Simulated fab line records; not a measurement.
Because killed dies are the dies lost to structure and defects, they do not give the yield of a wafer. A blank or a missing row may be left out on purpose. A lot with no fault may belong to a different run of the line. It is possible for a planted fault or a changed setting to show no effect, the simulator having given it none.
Which tool did it? :: flow nand_harc :: 43 wafers from 15 lots sampled at 2 of the route's 1302 steps

WHAT EACH GAUGE READ, for each wafer
NHARC_P_CONTACT_CD_MEAS_12 targets a cd of 90 nm. Usual: cd_nm at 89.9 nm, with a standard deviation of 0.66.
lot: L911
measured: day 6 01:24
on: cd_sem-02
cd_nm (nm): 88.9 90.4 90.4
flag: 

lot: L912
measured: day 6 03:56
on: cd_sem-02
cd_nm (nm): 88.7 88.5 89.5
flag: 

lot: L919
measured: day 9 02:42
on: cd_sem-03
cd_nm (nm): 89.5 102.8
flag: OFF

lot: L920
measured: day 9 09:36
on: cd_sem-03
cd_nm (nm): 89.5 102.7 90.5
flag: OFF

lot: L921
measured: day 9 21:40
on: cd_sem-01
cd_nm (nm): 101.2 88.7
flag: OFF

lot: L923
measured: day 10 19:02
on: cd_sem-01
cd_nm (nm): 88.7 89.8 89.6
flag: 

lot: L924
measured: day 11 22:58
on: cd_sem-03
cd_nm (nm): 89.9 90.4 89.7
flag: 

lot: L927
measured: day 12 09:41
on: cd_sem-03
cd_nm (nm): 91.2 91.8 91.1
flag: 

lot: L928
measured: day 12 21:36
on: cd_sem-03
cd_nm (nm): 90.7 90.2 89.1
flag: 

lot: L929
measured: day 13 09:41
on: cd_sem-03
cd_nm (nm): 89.3 89.3 90.5
flag: 

lot: L930
measured: day 13 17:59
on: cd_sem-01
cd_nm (nm): 89.8 90.6 90.8
flag: 

lot: L931
measured: day 14 20:50
on: cd_sem-03
cd_nm (nm): 89.8 89.7 90.1
flag: 

lot: L932
measured: day 15 02:03
on: cd_sem-01
cd_nm (nm): 89.9 89.6 91.1
flag: 

lot: L933
measured: day 15 03:29
on: cd_sem-03
cd_nm (nm): 89.7 88.7 89.6
flag: 

lot: L934
measured: day 15 22:17
on: cd_sem-01
cd_nm (nm): 89.9 90.6 89.6
flag: 

EACH LOT AND THE TOOL THAT RAN IT (in order: tool; ch and the chambers of the sampled wafers; start)
lot: L911
NHARC_P_CONTACT_PEB_10: litho_track-01 ch 0, day 6 01:19

lot: L912
NHARC_P_CONTACT_PEB_10: litho_track-04 ch 0, day 6 03:52

lot: L919
NHARC_P_CONTACT_PEB_10: litho_track-01 ch 0, day 9 02:37

lot: L920
NHARC_P_CONTACT_PEB_10: litho_track-01 ch 0, day 9 09:31

lot: L921
NHARC_P_CONTACT_PEB_10: litho_track-01 ch 0, day 9 21:35

lot: L923
NHARC_P_CONTACT_PEB_10: litho_track-04 ch 0, day 10 18:58

lot: L924
NHARC_P_CONTACT_PEB_10: litho_track-06 ch 0, day 11 22:53

lot: L927
NHARC_P_CONTACT_PEB_10: litho_track-06 ch 0, day 12 09:36

lot: L928
NHARC_P_CONTACT_PEB_10: litho_track-06 ch 0, day 12 21:31

lot: L929
NHARC_P_CONTACT_PEB_10: litho_track-01 ch 0, day 13 09:37

lot: L930
NHARC_P_CONTACT_PEB_10: litho_track-01 ch 0, day 13 17:54

lot: L931
NHARC_P_CONTACT_PEB_10: litho_track-04 ch 0, day 14 20:46

lot: L932
NHARC_P_CONTACT_PEB_10: litho_track-01 ch 0, day 15 01:58

lot: L933
NHARC_P_CONTACT_PEB_10: litho_track-04 ch 0, day 15 03:24

lot: L934
NHARC_P_CONTACT_PEB_10: litho_track-01 ch 0, day 15 22:13
- NHARC_P_CONTACT_PEB_10: peb time 65 s.

WHAT THE TOOLS THEMSELVES READ (means of the sampled wafers that have a number; where no wafer has one, the mark that the record gives instead)
NHARC_P_CONTACT_PEB_10. Usual: plate_temp_C at 100.01 C, with a standard deviation of 0.14.
lot: L911
tool: litho_track-01
plate_temp_C (C): 99.90
flag: 

lot: L912
tool: litho_track-04
plate_temp_C (C): 99.87
flag: 

lot: L919
tool: litho_track-01
plate_temp_C (C): 99.81
flag: 

lot: L920
tool: litho_track-01
plate_temp_C (C): 100.07
flag: 

lot: L921
tool: litho_track-01
plate_temp_C (C): 100.03
flag: 

lot: L923
tool: litho_track-04
plate_temp_C (C): 99.97
flag: 

lot: L924
tool: litho_track-06
plate_temp_C (C): 100.09
flag: 

lot: L927
tool: litho_track-06
plate_temp_C (C): 100.09
flag: 

lot: L928
tool: litho_track-06
plate_temp_C (C): 100.07
flag: 

lot: L929
tool: litho_track-01
plate_temp_C (C): 100.03
flag: 

lot: L930
tool: litho_track-01
plate_temp_C (C): 100.18
flag: 

lot: L931
tool: litho_track-04
plate_temp_C (C): 99.95
flag: 

lot: L932
tool: litho_track-01
plate_temp_C (C): 99.95
flag: 

lot: L933
tool: litho_track-04
plate_temp_C (C): 99.80
flag: 

lot: L934
tool: litho_track-01
plate_temp_C (C): 99.95
flag: 

THE ANSWER, worked out from the rows above alone
Rule: a lot counts as off when the mean over its wafers that have a number is more than 3 standard deviations away from the usual mean. A lot without any number at a reading at which 4 lots or more have one is off too. Where the step has rows for the other lots, those lots are counted as sound. After the gauges, taken in route order, come the tools' own readings; for these a lot's mean is taken, as printed above. At the first step where some lot is off, the reading lying furthest off is the one used; lots without a number count as furthest.
Off: L919, L920, L921 (NHARC_P_CONTACT_CD_MEAS_12, cd_nm).
If a tool, at a process step before that reading, ran all the lots that are off and no sound lot after the first of them, it fits. The gauges at NHARC_P_CONTACT_CD_MEAS_12 are tried like those tools. No candidate that was tried fits.

WHAT THE SIMULATOR PUT IN
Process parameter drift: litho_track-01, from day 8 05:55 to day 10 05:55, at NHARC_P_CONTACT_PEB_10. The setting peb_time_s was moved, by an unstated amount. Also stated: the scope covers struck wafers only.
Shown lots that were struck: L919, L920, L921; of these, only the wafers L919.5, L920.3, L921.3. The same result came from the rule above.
